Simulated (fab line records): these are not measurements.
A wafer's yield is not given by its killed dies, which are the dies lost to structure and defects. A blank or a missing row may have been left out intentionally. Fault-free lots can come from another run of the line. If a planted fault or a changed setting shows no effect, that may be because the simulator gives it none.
Comparing a struck lot with a sound one || flow n5Finfet || 37 steps out of a route of 1938
Sound: the wafers L813.1, L813.3, L813.4. Struck: wafer L801.3 (left out: L801.1, L801.4 of the same lot, which were not struck); the cause appears at the end.
Each step with rows lists, per side, the tool, then ch with its chambers, then its first start. Under that, the readings that differ: sound wafers || struck wafers || difference of the means || sigmas: that difference in standard deviations of wafers without a fault.
alike: a reading whose means differ by less than 2 such deviations, as well as words and numbers matching on both sides. not compared: withheld readings; readings where some wafer has no value; bounds like >300 that might hide an equal value; numbers whose values overlap and for which the record gives no deviation.
A row with sigmas, a row that says differs or no value, or rows on one side alone: a step with any of these is where the two part. Non-overlapping numbers with no deviation appear without sigmas and do not part them. A reading that every wafer of one side lacks parts them only if that side has two wafers or more.

first, 9 steps without rows for these wafers: N5_BEOL_M6_ALD_77 (deposits TaN, target thk 2 nm, pulse time 2 s, purge time 3 s); N5_BEOL_M6_SURFACE_TREAT_79; N5_BEOL_M6_CVD_78 (deposits Co from CCTBA/H2, target thk 2 nm, time 142.3 s); N5_BEOL_M6_SPUTTER_48 (material Cu, target thk 10 nm, time 1.667 s); N5_BEOL_M6_ECD_50 (material Cu, target thk 300 nm); N5_BEOL_M6_ANNEAL_51 (time 90 s); N5_BEOL_M6_CMP_52 (polishes, stops on SiCOH lowk, t overpolish 6.9 s, target thk 80 nm); N5_BEOL_M6_PRE_CLEAN_55 (time 15 s); N5_BEOL_M6_DEP_56 (deposits SiCN from 3MS/NH3, target thk 10 nm, time 17.5 s).
N5_BEOL_M7_ILD_DEP_00: deposits SiCOH lowk from DEMS/porogen, target thk 179.75 nm, time 33.4 s.
  sound on pecvd-02 ch 0,2, day 13 18:29; struck on pecvd-02 ch 2, day 10 19:40
{"reading": "susceptorTempC (C)", "sound": "300.16 300.10 299.80", "struck": 278.34, "difference": -21.68, "sigmas": "-99 or more"}
{"reading": "model.SiCOH_lowk_of_BEOL_M7_ILD_DEP_00.thkNm (nm)", "sound": "180.2 176.2 182.4", "struck": 204.2, "difference": "+24.6", "sigmas": ""}
  alike: heaterPowerW, showerheadPlenumPTorr, showerheadVppV, throttleValvePct
then, 1 step without rows for these wafers: N5_BEOL_M7_CURE_74 (cures SiCOH lowk, time 240 s).
N5_BEOL_M7_THK_MEAS_01:
  sound: filmMetro-01 at day 13 19:04; struck: filmMetro-02 at day 10 20:50
{"reading": "M7_ILD_THK (nm)", "sound": "155.2 151.9 157.4", "struck": 176.4, "difference": "+21.6", "sigmas": "+11"}
then, 23 steps without rows for these wafers: N5_BEOL_M7_PECVD_70 (deposits SiO2 from TEOS/O2, target thk 20 nm, time 22.7 s); N5_BEOL_M7_HM_DEP_02 (deposits TiN, target thk 20 nm); N5_BEOL_M7_COAT_59 (time 60 s, resist thk 100 nm); N5_BEOL_M7_COAT_60 (time 60 s, resist thk 35 nm); N5_BEOL_M7_COAT_05 (resist thk 90 nm); N5_BEOL_M7_EBR_07; N5_BEOL_M7_SOFTBAKE_06 (time 60 s); N5_BEOL_M7_EXPOSE_08 (exposes mask M7); N5_BEOL_M7_PEB_09 (peb time 60 s); N5_BEOL_M7_DEVELOP_10 (develop time 30 s); N5_BEOL_M7_DESCUM_16 (chemistry O2, time 7.9 s); N5_BEOL_M7_ETCH_61 (etches SiARC in CF4, target depth 45.5 nm, time 75.8 s); N5_BEOL_M7_ETCH_62 (etches SOC in N2/H2, target depth 110 nm, overetch 22 nm, time 165 s); N5_BEOL_M7_STRIP_68 (strips in N2/H2); N5_BEOL_M7_STRIP_67 (strips in CF4); N5_BEOL_M7_HM_OPEN_17 (chemistry Cl2/BCl3, target TiN, target depth 20 nm, overetch 6 nm); N5_BEOL_M7_STRIP_19 (strips in O2); N5_BEOL_M7_COAT_63 (time 60 s, resist thk 60 nm); N5_BEOL_M7_COAT_64 (time 60 s, resist thk 12 nm); N5_BEOL_M7_COAT_71 (time 60 s, resist thk 5 nm); N5_BEOL_M7_COAT_22 (resist thk 30 nm); N5_BEOL_M7_EBR_24; N5_BEOL_M7_SOFTBAKE_23 (time 60 s).
N5_BEOL_M7_CMP_52: polishes, stops on SiCOH lowk, t overpolish 6.9 s, target thk 80 nm.
  sound on cmp-01 ch 0,2,3, day 14 00:32; struck on cmp-01 ch 3, day 11 01:25
{"reading": "model.SiCOH_lowk_of_BEOL_M7_ILD_DEP_00.thkNm (nm)", "sound": "152.4 148.8 154.4", "struck": 173.4, "difference": "+21.5", "sigmas": ""}
  alike: motorCurrentA
-- the record jumps here: 3 days lie between the struck wafers' starts before and after (it left off in module BEOL_M7 and takes up again in module PASSIVATION, whose first step shown is number 1936 of the route) --
N5_PASSIVATION_PROBE_49:
  sound: prober-01 at day 17 00:00; struck: prober-02 at day 14 05:57
  alike: defectLimitedYield, killed_at_M0_to_M3, killed_at_M4_up, killedAtContacts, killedAtFrontEnd, killedAtOther, killedDies, killedOnRim, killedOpen, killedShort, sort_bin_5_function, sort_bin_6_memory, sortNPass, sortYieldPct

== WHERE THEY PART ==
Last at N5_BEOL_M7_THK_MEAS_01 as far as this record goes, first at N5_BEOL_M7_ILD_DEP_00. Later steps at which nothing parts them and some readings are alike: N5_BEOL_M7_CMP_52, N5_PASSIVATION_PROBE_49.

WHY: what had been put in by the simulator
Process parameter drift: pecvd-02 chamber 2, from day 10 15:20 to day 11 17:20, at N5_BEOL_M7_ILD_DEP_00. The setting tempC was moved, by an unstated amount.
